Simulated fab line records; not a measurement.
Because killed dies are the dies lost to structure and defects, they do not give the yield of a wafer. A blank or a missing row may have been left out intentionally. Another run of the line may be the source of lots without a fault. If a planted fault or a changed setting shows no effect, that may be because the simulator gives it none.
Problem report in the 8D (eight disciplines) form, filled by code -- flow nand_harc -- the parts of the form that need people (team, actions taken, sign-off) are left out

== 1. THE PROBLEM ==
A mean of 37.8 s is read at NHARC_P_M1_CMP_23 for time_to_endpoint_s, taken on 1 wafer of 1 lot, against 29.0 s (standard deviation 2) on wafers free of any fault. That is +4.4 standard deviations from the usual mean.
The step: polishes, t overpolish 20 s, target thk 157.82 nm.
First observed at day 9 17:14: wafer L354.1, on cmp-01. The record has a number at this step for 33 wafers belonging to 11 lots. Rule for "out" (also "out of limits"): further than 4 standard deviations from the usual mean. The rest of the wafers with a number are treated as sound.

== 2. WHAT IT IS, AND WHAT IT ISN'T ==
question,is,is not
which readings at this step,time_to_endpoint_s,"motor_current_A, retaining_ring_pressure_frac"
which lots,L354,"L346, L347, L349, L351, L359, L362, L364, L365, L368, L369"
which wafers of those lots,L354.1,"L354.2, L354.6"
read on which tools,cmp-01,"cmp-03, cmp-04"
when,from day 9 17:14,"up to then (14 sound wafers); but 18 sound wafers of L359, L362, L364, L365, L368, L369 came after"

== 3. THE SUSPECTS, EACH WITH WHAT RULES IT OUT ==
Counting: any tool at a process step up to the reading remains a suspect provided it ran every lot that is out. Sound lots after the first of them don't rule it out here, since some wafers of a struck lot are sound.
- cmp-02 at NHARC_P_M0_CMP_23 (polishes, t overpolish 20 s, target thk 117.54 nm): kept. It ran the lot that is out, L354 (day 9 12:59).
- rie_diel-13 at NHARC_P_M1_STRIP_18 (strips in N2/H2): kept. It ran the lot that is out, L354 (day 9 15:31).
- pvd_sputter-01 at NHARC_P_M1_PVD_21 (deposits Cu, target thk 30 nm, time 20.49 s): kept. It processed L354, the lot that is out, at day 9 16:29, and its most recent sound lot before then was L347 at day 6 15:08. With no start given for some of its lots, NHARC_P_M1_PVD_21 uses the hours and lot order of NHARC_P_M1_ECD_22.
- ecd_cu-01 at NHARC_P_M1_ECD_22 (material Cu, target thk 400 nm): kept. It processed L354, the lot that is out, at day 9 16:29, and its most recent sound lot before then was L347 at day 6 15:08.
- cmp-01 at NHARC_P_M1_CMP_23 (polishes, t overpolish 20 s, target thk 157.82 nm): kept. It processed L354, the lot that is out, at day 9 17:14, and its most recent sound lot before then was L349 at day 7 17:40. On those wafers its own readings are out: time_to_endpoint_s.
- Within cmp-02 at NHARC_P_M0_CMP_23, the wafers that are out were processed in chamber 1 and their sound lot-mates in chamber 2.
- rie_diel-13, NHARC_P_M1_STRIP_18: wafers that are out in chamber 0, sound lot-mates in chambers 2, 3.
- cmp-01, NHARC_P_M1_CMP_23: wafers that are out in chamber 0, sound lot-mates in chambers 2, 3.
Left after counting: cmp-02 at NHARC_P_M0_CMP_23, rie_diel-13 at NHARC_P_M1_STRIP_18, pvd_sputter-01 at NHARC_P_M1_PVD_21, ecd_cu-01 at NHARC_P_M1_ECD_22, cmp-01 at NHARC_P_M1_CMP_23.

== 4. THE CAUSE (what the simulator had put in) ==
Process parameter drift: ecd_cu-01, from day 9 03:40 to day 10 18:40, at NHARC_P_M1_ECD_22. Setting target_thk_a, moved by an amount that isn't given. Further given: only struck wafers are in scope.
This tool is one of the 5 suspects left after counting.

== 5. THE EFFECT CHAIN, in route order ==
One row per reading whose mean, taken over the struck wafers that have a number, lies over 3 standard deviations from the usual. Only readings for which the record gives a usual standard deviation are gone through. hours: the time from each lot's start at the first step in this table that gives one to its start at this step, as a median over the lots. sigmas: the change in usual standard deviations.
hours,step,reading,usual,on struck wafers,change,sigmas
0,NHARC_P_M1_CMP_23,time_to_endpoint_s,29.0 s,37.8,+8.8,+4.4
Here are the process steps it includes:
- NHARC_P_M1_CMP_23: polishes, t overpolish 20 s, target thk 157.82 nm.

== 6. WHAT WOULD HAVE CAUGHT IT SOONER ==
The fault began at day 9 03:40; the first out-of-limits reading in this record came at day 9 17:14, 14 hours later.
The start of NHARC_P_M1_ECD_22 on ecd_cu-01 came by day 9 17:14 for every one of the lots that are out (1). None of them would have been spared by holding the tool at that moment.
